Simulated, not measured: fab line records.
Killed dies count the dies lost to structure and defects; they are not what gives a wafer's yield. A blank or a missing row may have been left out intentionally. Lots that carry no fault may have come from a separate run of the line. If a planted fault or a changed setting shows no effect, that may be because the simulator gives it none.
What tool caused it? / flow n5_finfet / 12 lots with 36 wafers sampled at 5 steps, on a route of 1938 steps

WHAT THE GAUGES READ, wafer by wafer
No reading from a measuring or inspecting step in the record can be judged against a usual standard deviation.

EACH LOT AND THE TOOL THAT RAN IT (in order: tool; ch and the chambers of the sampled wafers; start)
lot=L552; N5_BEOL_M5_SPUTTER_88=pvd_sputter-03, day 9 02:59; N5_BEOL_M5_SPUTTER_90=pvd_sputter-03, day 9 04:04; N5_BEOL_M5_PRE_CLEAN_77=cvd_co-02 ch 0,1, day 9 05:40; N5_BEOL_M5_CO_CAP_78=cvd_co-02 ch 0,1, day 9 05:43; N5_PASSIVATION_PROBE_49=-
lot=L553; N5_BEOL_M5_SPUTTER_88=pvd_sputter-03, day 9 14:55; N5_BEOL_M5_SPUTTER_90=pvd_sputter-03, day 9 16:01; N5_BEOL_M5_PRE_CLEAN_77=cvd_co-02 ch 0,1,2, day 9 16:52; N5_BEOL_M5_CO_CAP_78=cvd_co-02 ch 0,1,2, day 9 16:55; N5_PASSIVATION_PROBE_49=-
lot=L556; N5_BEOL_M5_SPUTTER_88=pvd_sputter-02, day 10 10:07; N5_BEOL_M5_SPUTTER_90=pvd_sputter-02, day 10 11:13; N5_BEOL_M5_PRE_CLEAN_77=cvd_co-02 ch 0,2, day 10 12:02; N5_BEOL_M5_CO_CAP_78=cvd_co-02 ch 0,2, day 10 12:05; N5_PASSIVATION_PROBE_49=-
lot=L557; N5_BEOL_M5_SPUTTER_88=pvd_sputter-01, day 10 17:10; N5_BEOL_M5_SPUTTER_90=pvd_sputter-01, day 10 18:15; N5_BEOL_M5_PRE_CLEAN_77=cvd_co-01 ch 0,2, day 10 19:19; N5_BEOL_M5_CO_CAP_78=cvd_co-01 ch 0,2, day 10 19:21; N5_PASSIVATION_PROBE_49=-
lot=L558; N5_BEOL_M5_SPUTTER_88=pvd_sputter-01, day 10 21:50; N5_BEOL_M5_SPUTTER_90=pvd_sputter-01, day 10 22:55; N5_BEOL_M5_PRE_CLEAN_77=cvd_co-01 ch 0,1,2, day 10 23:46; N5_BEOL_M5_CO_CAP_78=cvd_co-01 ch 0,1,2, day 10 23:49; N5_PASSIVATION_PROBE_49=prober-01, day 15 00:50
lot=L559; N5_BEOL_M5_SPUTTER_88=pvd_sputter-01, day 11 07:20; N5_BEOL_M5_SPUTTER_90=pvd_sputter-01, day 11 08:26; N5_BEOL_M5_PRE_CLEAN_77=cvd_co-01 ch 0,1,2, day 11 09:16; N5_BEOL_M5_CO_CAP_78=cvd_co-01 ch 0,1,2, day 11 09:18; N5_PASSIVATION_PROBE_49=-
lot=L560; N5_BEOL_M5_SPUTTER_88=pvd_sputter-03, day 11 09:18; N5_BEOL_M5_SPUTTER_90=pvd_sputter-03, day 11 10:23; N5_BEOL_M5_PRE_CLEAN_77=cvd_co-01 ch 0,1, day 11 11:13; N5_BEOL_M5_CO_CAP_78=cvd_co-01 ch 0,1, day 11 11:15; N5_PASSIVATION_PROBE_49=-
lot=L561; N5_BEOL_M5_SPUTTER_88=pvd_sputter-03, day 11 16:07; N5_BEOL_M5_SPUTTER_90=pvd_sputter-03, day 11 17:13; N5_BEOL_M5_PRE_CLEAN_77=cvd_co-01 ch 0,2, day 11 18:11; N5_BEOL_M5_CO_CAP_78=cvd_co-01 ch 0,2, day 11 18:13; N5_PASSIVATION_PROBE_49=-
lot=L562; N5_BEOL_M5_SPUTTER_88=pvd_sputter-03, day 12 02:23; N5_BEOL_M5_SPUTTER_90=pvd_sputter-03, day 12 03:28; N5_BEOL_M5_PRE_CLEAN_77=cvd_co-02 ch 0,1,2, day 12 04:18; N5_BEOL_M5_CO_CAP_78=cvd_co-02 ch 0,1,2, day 12 04:20; N5_PASSIVATION_PROBE_49=-
lot=L567; N5_BEOL_M5_SPUTTER_88=pvd_sputter-03, day 13 07:12; N5_BEOL_M5_SPUTTER_90=pvd_sputter-03, day 13 08:17; N5_BEOL_M5_PRE_CLEAN_77=cvd_co-02 ch 0,1,2, day 13 09:41; N5_BEOL_M5_CO_CAP_78=cvd_co-02 ch 0,1,2, day 13 09:44; N5_PASSIVATION_PROBE_49=prober-01, day 17 11:51
lot=L569; N5_BEOL_M5_SPUTTER_88=pvd_sputter-01, day 14 03:01; N5_BEOL_M5_SPUTTER_90=pvd_sputter-01, day 14 04:07; N5_BEOL_M5_PRE_CLEAN_77=cvd_co-01 ch 0,2, day 14 04:56; N5_BEOL_M5_CO_CAP_78=cvd_co-01 ch 0,2, day 14 04:59; N5_PASSIVATION_PROBE_49=-
lot=L571; N5_BEOL_M5_SPUTTER_88=pvd_sputter-03, day 14 22:38; N5_BEOL_M5_SPUTTER_90=pvd_sputter-03, day 14 23:43; N5_BEOL_M5_PRE_CLEAN_77=cvd_co-01 ch 0,2, day 15 00:49; N5_BEOL_M5_CO_CAP_78=cvd_co-01 ch 0,2, day 15 00:53; N5_PASSIVATION_PROBE_49=-
- N5_BEOL_M5_SPUTTER_88: material Cu, target thk 15 nm, time 27.62 s.
- N5_BEOL_M5_SPUTTER_90: material Cu, target thk 4.5 nm, time 8.29 s.
- N5_BEOL_M5_PRE_CLEAN_77: time 15 s.
- N5_BEOL_M5_CO_CAP_78: material Co, precursor CCTBA/H2, target thk 2 nm, time 102.1 s.
- N5_PASSIVATION_PROBE_49

AS READ BY THE TOOLS THEMSELVES (means over the sampled wafers that have a number; for cases with no such wafer, the mark the record gives instead)
N5_BEOL_M5_SPUTTER_88.
lot=L552; tool=pvd_sputter-03; chuck_gas_flow_sccm (sccm)=1.27; throttle_valve_pct (%)=29.7
lot=L553; tool=pvd_sputter-03; chuck_gas_flow_sccm (sccm)=1.30; throttle_valve_pct (%)=30.3
lot=L556; tool=pvd_sputter-02; chuck_gas_flow_sccm (sccm)=1.30; throttle_valve_pct (%)=29.4
lot=L557; tool=pvd_sputter-01; chuck_gas_flow_sccm (sccm)=1.30; throttle_valve_pct (%)=30.8
lot=L558; tool=pvd_sputter-01; chuck_gas_flow_sccm (sccm)=1.29; throttle_valve_pct (%)=31.2
lot=L559; tool=pvd_sputter-01; chuck_gas_flow_sccm (sccm)=1.23; throttle_valve_pct (%)=31.2
lot=L560; tool=pvd_sputter-03; chuck_gas_flow_sccm (sccm)=1.25; throttle_valve_pct (%)=29.5
lot=L561; tool=pvd_sputter-03; chuck_gas_flow_sccm (sccm)=1.25; throttle_valve_pct (%)=30.2
lot=L562; tool=pvd_sputter-03; chuck_gas_flow_sccm (sccm)=1.24; throttle_valve_pct (%)=29.5
lot=L567; tool=pvd_sputter-03; chuck_gas_flow_sccm (sccm)=1.34; throttle_valve_pct (%)=30.6
lot=L569; tool=pvd_sputter-01; chuck_gas_flow_sccm (sccm)=1.34; throttle_valve_pct (%)=30.2
lot=L571; tool=pvd_sputter-03; chuck_gas_flow_sccm (sccm)=1.25; throttle_valve_pct (%)=30.5

N5_BEOL_M5_SPUTTER_90.
lot=L552; tool=pvd_sputter-03; chuck_gas_flow_sccm (sccm)=1.27; throttle_valve_pct (%)=29.7
lot=L553; tool=pvd_sputter-03; chuck_gas_flow_sccm (sccm)=1.27; throttle_valve_pct (%)=30.4
lot=L556; tool=pvd_sputter-02; chuck_gas_flow_sccm (sccm)=1.30; throttle_valve_pct (%)=29.5
lot=L557; tool=pvd_sputter-01; chuck_gas_flow_sccm (sccm)=1.22; throttle_valve_pct (%)=30.8
lot=L558; tool=pvd_sputter-01; chuck_gas_flow_sccm (sccm)=1.27; throttle_valve_pct (%)=31.2
lot=L559; tool=pvd_sputter-01; chuck_gas_flow_sccm (sccm)=1.20; throttle_valve_pct (%)=31.3
lot=L560; tool=pvd_sputter-03; chuck_gas_flow_sccm (sccm)=1.27; throttle_valve_pct (%)=29.8
lot=L561; tool=pvd_sputter-03; chuck_gas_flow_sccm (sccm)=1.26; throttle_valve_pct (%)=30.2
lot=L562; tool=pvd_sputter-03; chuck_gas_flow_sccm (sccm)=1.30; throttle_valve_pct (%)=29.5
lot=L567; tool=pvd_sputter-03; chuck_gas_flow_sccm (sccm)=1.25; throttle_valve_pct (%)=30.5
lot=L569; tool=pvd_sputter-01; chuck_gas_flow_sccm (sccm)=1.30; throttle_valve_pct (%)=30.4
lot=L571; tool=pvd_sputter-03; chuck_gas_flow_sccm (sccm)=1.25; throttle_valve_pct (%)=30.4

N5_BEOL_M5_PRE_CLEAN_77.
lot=L552; tool=cvd_co-02; heater_power_w (W)=78
lot=L553; tool=cvd_co-02; heater_power_w (W)=82
lot=L556; tool=cvd_co-02; heater_power_w (W)=88
lot=L557; tool=cvd_co-01; heater_power_w (W)=70
lot=L558; tool=cvd_co-01; heater_power_w (W)=84
lot=L559; tool=cvd_co-01; heater_power_w (W)=85
lot=L560; tool=cvd_co-01; heater_power_w (W)=83
lot=L561; tool=cvd_co-01; heater_power_w (W)=73
lot=L562; tool=cvd_co-02; heater_power_w (W)=85
lot=L567; tool=cvd_co-02; heater_power_w (W)=84
lot=L569; tool=cvd_co-01; heater_power_w (W)=74
lot=L571; tool=cvd_co-01; heater_power_w (W)=71

N5_BEOL_M5_CO_CAP_78.
lot=L552; tool=cvd_co-02; heater_power_w (W)=228; run_length_s (s)=124.4
lot=L553; tool=cvd_co-02; heater_power_w (W)=233; run_length_s (s)=124.8
lot=L556; tool=cvd_co-02; heater_power_w (W)=238; run_length_s (s)=124.9
lot=L557; tool=cvd_co-01; heater_power_w (W)=218; run_length_s (s)=124.8
lot=L558; tool=cvd_co-01; heater_power_w (W)=236; run_length_s (s)=124.9
lot=L559; tool=cvd_co-01; heater_power_w (W)=237; run_length_s (s)=124.6
lot=L560; tool=cvd_co-01; heater_power_w (W)=232; run_length_s (s)=125.0
lot=L561; tool=cvd_co-01; heater_power_w (W)=223; run_length_s (s)=124.5
lot=L562; tool=cvd_co-02; heater_power_w (W)=235; run_length_s (s)=124.8
lot=L567; tool=cvd_co-02; heater_power_w (W)=231; run_length_s (s)=104.7
lot=L569; tool=cvd_co-01; heater_power_w (W)=220; run_length_s (s)=124.2
lot=L571; tool=cvd_co-01; heater_power_w (W)=218; run_length_s (s)=124.5

N5_PASSIVATION_PROBE_49.
lot=L558; tool=prober-01; defect_limited_yield (%)=93.2; killed_at_M0_to_M3=22; killed_at_M4_up=12; killed_at_contacts=10; killed_at_front_end=35; killed_at_other=2.0; killed_dies=80; killed_open=50; killed_short=28; sort_bin_5_function (%)=3.7; sort_bin_6_memory (%)=2.5; sort_n_pass=1100; sort_yield_pct (%)=93.2
lot=L567; tool=prober-01; defect_limited_yield (%)=92.3; killed_at_M0_to_M3=34; killed_at_M4_up=10; killed_at_contacts=9; killed_at_front_end=32; killed_at_other=5.7; killed_dies=91; killed_open=54; killed_short=35; sort_bin_5_function (%)=4.7; sort_bin_6_memory (%)=2.8; sort_n_pass=1089; sort_yield_pct (%)=92.3

THE ANSWER, worked out from the rows above alone
Rule: the usual values come from the lots themselves. Put in order of their means at a reading, lots are off if they are a third of the lots or fewer, leave a main group of 4 or more, and stand apart from it by a gap of 3 or more times the standard deviation of the main group's means; of several such gaps the widest counts. A main group is skipped when, at the precision printed for the reading in the tables above, its means are all equal. Also off: a lot with no number at a reading for which 4 or more lots have one. Where the step has rows for the other lots, those lots are counted as sound. First the gauges in route order, then the tools' own readings, where a lot's mean is used as printed above. The first step at which some lot is off is used, and at that step the reading that is off furthest; a lot without a number counts as furthest.
Off: L567 (N5_BEOL_M5_CO_CAP_78, run_length_s). The main group has a mean of 124.7 s with a standard deviation of 0.24.
A tool fits if, at that step or a process step before it, it ran every lot that is off, and no sound lot after the first of them. One candidate fits, namely cvd_co-02 at N5_BEOL_M5_PRE_CLEAN_77 and N5_BEOL_M5_CO_CAP_78. At N5_BEOL_M5_PRE_CLEAN_77 its last sound lot is L562 (day 12 04:18), its first lot that is off L567 (day 13 09:41): a fault that began between those two fits.

WHAT THE SIMULATOR HAD PUT IN
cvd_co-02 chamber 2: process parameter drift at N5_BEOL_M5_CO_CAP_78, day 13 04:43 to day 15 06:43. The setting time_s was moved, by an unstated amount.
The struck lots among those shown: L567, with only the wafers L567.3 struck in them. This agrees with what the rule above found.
